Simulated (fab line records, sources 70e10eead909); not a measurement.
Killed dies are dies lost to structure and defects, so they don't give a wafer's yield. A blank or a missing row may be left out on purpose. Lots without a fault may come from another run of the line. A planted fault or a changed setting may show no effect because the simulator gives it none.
Which tool did it? | flow nand_harc | 13 lots, 39 wafers sampled, at 4 steps of a route of 1159

WHAT THE GAUGES READ, wafer by wafer
The record holds no reading of a measuring or inspecting step that can be judged against a usual standard deviation.

WHICH TOOL RAN EACH LOT (tool, then ch and the chambers of the sampled wafers, then the start)
lot  | NHARC_P_GATE_STRIP_75                | NHARC_P_GATE_STRIP_76                | NHARC_P_CONTACT_SOFTBAKE_07       | NHARC_P_CONTACT_DESCUM_17
L785 | plasma_asher-02 ch 0,1, day 5 06:31  | plasma_asher-02 ch 0,1, day 5 09:24  | litho_track-06 ch 0, day 5 14:00  | rie_diel-04 ch 0,1,3, day 5 15:13
L784 | plasma_asher-02 ch 0,1, day 5 09:04  | plasma_asher-02 ch 0,1, day 5 10:56  | litho_track-04 ch 0, day 5 16:00  | rie_diel-13 ch 1,2,3, day 5 16:49
L786 | plasma_asher-02 ch 0,1, day 5 19:58  | plasma_asher-01 ch 0,1, day 5 21:40  | litho_track-04 ch 0, day 6 03:00  | rie_diel-04 ch 1,2,3, day 6 03:41
L788 | plasma_asher-02 ch 1, day 6 06:17    | plasma_asher-01 ch 0,1, day 6 07:53  | litho_track-06 ch 0, day 6 13:00  | rie_diel-04 ch 1,3, day 6 13:46
L794 | plasma_asher-01 ch 1, day 7 19:48    | plasma_asher-01 ch 0, day 8 00:20    | litho_track-06 ch 0, day 8 05:00  | rie_diel-13 ch 0,1,2, day 8 06:16
L796 | plasma_asher-02 ch 0,1, day 8 11:05  | plasma_asher-02 ch 0,1, day 8 12:58  | litho_track-04 ch 0, day 8 18:00  | rie_diel-04 ch 0,1, day 8 18:47
L795 | plasma_asher-02 ch 0,1, day 8 11:56  | plasma_asher-01 ch 0,1, day 8 13:38  | litho_track-06 ch 0, day 8 19:00  | rie_diel-13 ch 2,3, day 8 19:43
L797 | plasma_asher-01 ch 0,1, day 8 17:48  | plasma_asher-01 ch 0,1, day 8 19:32  | litho_track-04 ch 0, day 9 00:00  | rie_diel-13 ch 0,2,3, day 9 01:14
L800 | plasma_asher-02 ch 0,1, day 9 01:19  | plasma_asher-02 ch 0,1, day 9 03:05  | litho_track-01 ch 0, day 9 09:00  | rie_diel-04 ch 0,2,3, day 9 09:40
L802 | plasma_asher-02 ch 0,1, day 9 14:14  | plasma_asher-01 ch 0,1, day 9 15:59  | litho_track-04 ch 0, day 9 21:00  | rie_diel-13 ch 0,2, day 9 21:55
L805 | plasma_asher-02 ch 0,1, day 10 10:31 | plasma_asher-01 ch 1, day 10 12:07   | litho_track-01 ch 0, day 10 17:00 | rie_diel-04 ch 0,1,2, day 10 17:57
L807 | plasma_asher-02 ch 0,1, day 10 18:39 | plasma_asher-01 ch 0,1, day 10 20:16 | litho_track-06 ch 0, day 11 01:00 | rie_diel-04 ch 1,2,3, day 11 02:07
L806 | plasma_asher-01 ch 0,1, day 10 18:53 | plasma_asher-02 ch 0,1, day 10 20:38 | litho_track-04 ch 0, day 11 01:00 | rie_diel-13 ch 0,1,2, day 11 02:27
- NHARC_P_GATE_STRIP_75: strips in O2.
- NHARC_P_GATE_STRIP_76: strips in O2.
- NHARC_P_CONTACT_SOFTBAKE_07: time 55 s.
- NHARC_P_CONTACT_DESCUM_17: chemistry O2, time 3 s.

WHAT THE TOOLS THEMSELVES READ (means of the sampled wafers that have a number; where no wafer has one, the mark that the record gives instead)
NHARC_P_GATE_STRIP_75. Usual: drypump_motor_current_A 5.55 A, standard deviation 0.13; heater_power_w 309 W, standard deviation 26.
lot  | tool            | drypump_motor_current_A (A) | heater_power_w (W) | flag
L785 | plasma_asher-02 | 5.45                        | 304                |
L784 | plasma_asher-02 | 5.48                        | 298                |
L786 | plasma_asher-02 | 5.47                        | 302                |
L788 | plasma_asher-02 | 5.46                        | 316                |
L794 | plasma_asher-01 | 5.84                        | 319                |
L796 | plasma_asher-02 | 5.46                        | 290                |
L795 | plasma_asher-02 | 5.47                        | 304                |
L797 | plasma_asher-01 | 5.77                        | 335                |
L800 | plasma_asher-02 | 5.48                        | 304                |
L802 | plasma_asher-02 | 5.52                        | 293                |
L805 | plasma_asher-02 | 5.50                        | 294                |
L807 | plasma_asher-02 | 5.51                        | 290                |
L806 | plasma_asher-01 | 5.67                        | 346                |

NHARC_P_GATE_STRIP_76. Usual: drypump_motor_current_A 5.57 A, standard deviation 0.14; heater_power_w 312 W, standard deviation 28.
lot  | tool            | drypump_motor_current_A (A) | heater_power_w (W) | flag
L785 | plasma_asher-02 | 5.51                        | 289                |
L784 | plasma_asher-02 | 5.48                        | 302                |
L786 | plasma_asher-01 | 5.67                        | 343                |
L788 | plasma_asher-01 | 5.66                        | 344                |
L794 | plasma_asher-01 | 5.58                        | 364                |
L796 | plasma_asher-02 | 5.50                        | 287                |
L795 | plasma_asher-01 | 5.68                        | 346                |
L797 | plasma_asher-01 | 5.66                        | 344                |
L800 | plasma_asher-02 | 5.52                        | 289                |
L802 | plasma_asher-01 | 5.69                        | 345                |
L805 | plasma_asher-01 | 5.87                        | 317                |
L807 | plasma_asher-01 | 5.68                        | 343                |
L806 | plasma_asher-02 | 5.46                        | 305                |

NHARC_P_CONTACT_SOFTBAKE_07. Usual: heater_power_total_W 188.45 W, standard deviation 0.12.
lot  | tool           | heater_power_total_W (W) | flag
L785 | litho_track-06 | 188.53                   |
L784 | litho_track-04 | 188.43                   |
L786 | litho_track-04 | 188.42                   |
L788 | litho_track-06 | 188.54                   |
L794 | litho_track-06 | 323.22                   | OFF
L796 | litho_track-04 | 188.54                   |
L795 | litho_track-06 | 323.12                   | OFF
L797 | litho_track-04 | 188.35                   |
L800 | litho_track-01 | 188.45                   |
L802 | litho_track-04 | 188.49                   |
L805 | litho_track-01 | 188.44                   |
L807 | litho_track-06 | 188.46                   |
L806 | litho_track-04 | 188.34                   |

NHARC_P_CONTACT_DESCUM_17. Usual: drypump_motor_current_A 5.6 A, standard deviation 0.4; oes_product_au 0.999 a.u., standard deviation 0.0068; rf_vpp_V 57.8 V, standard deviation 0.76; showerhead_plenum_p_Torr 1.91 Torr, standard deviation 0.07; throttle_valve_pct 11.312 %, standard deviation 0.0099.
lot  | tool        | drypump_motor_current_A (A) | oes_product_au (a.u.) | rf_vpp_V (V) | showerhead_plenum_p_Torr (Torr) | throttle_valve_pct (%) | flag
L785 | rie_diel-04 | 5.4                         | 1.002                 | 58.4         | 1.88                            | 11.317                 |
L784 | rie_diel-13 | 5.7                         | 1.000                 | 58.0         | 1.91                            | 11.304                 |
L786 | rie_diel-04 | 5.7                         | 0.992                 | 57.8         | 1.90                            | 11.305                 |
L788 | rie_diel-04 | 5.7                         | 0.998                 | 58.0         | 1.83                            | 11.317                 |
L794 | rie_diel-13 | 5.5                         | 1.005                 | 57.5         | 1.91                            | 11.298                 |
L796 | rie_diel-04 | 5.1                         | 0.994                 | 57.6         | 1.93                            | 11.313                 |
L795 | rie_diel-13 | 5.5                         | 1.004                 | 57.8         | 1.87                            | 11.311                 |
L797 | rie_diel-13 | 5.6                         | 1.003                 | 57.8         | 1.91                            | 11.313                 |
L800 | rie_diel-04 | 5.8                         | 0.994                 | 57.8         | 1.89                            | 11.307                 |
L802 | rie_diel-13 | 5.3                         | 0.992                 | 57.2         | 1.87                            | 11.328                 |
L805 | rie_diel-04 | 5.5                         | 1.007                 | 57.4         | 1.94                            | 11.308                 |
L807 | rie_diel-04 | 5.6                         | 0.998                 | 57.8         | 1.90                            | 11.313                 |
L806 | rie_diel-13 | 5.5                         | 0.997                 | 57.9         | 1.91                            | 11.311                 |

THE ANSWER, worked out from the rows above alone
Rule: a lot is off if the mean of its wafers that have a number lies more than 3 standard deviations from the usual mean. A lot without any number at a reading at which 4 lots or more have one is off too. The other lots that the step has rows for count as sound. The gauges are gone through in route order, then the tools' own readings, and for those a lot's mean is taken as printed above. The first step at which some lot is off is used, and at that step the reading that is off furthest; a lot without a number counts as furthest.
Off: L794, L795, at NHARC_P_CONTACT_SOFTBAKE_07 (heater_power_total_W).
A tool fits if, at that step or a process step before it, it ran every lot that is off, and no sound lot after the first of them. None of those tried fits.

WHAT THE SIMULATOR HAD PUT IN
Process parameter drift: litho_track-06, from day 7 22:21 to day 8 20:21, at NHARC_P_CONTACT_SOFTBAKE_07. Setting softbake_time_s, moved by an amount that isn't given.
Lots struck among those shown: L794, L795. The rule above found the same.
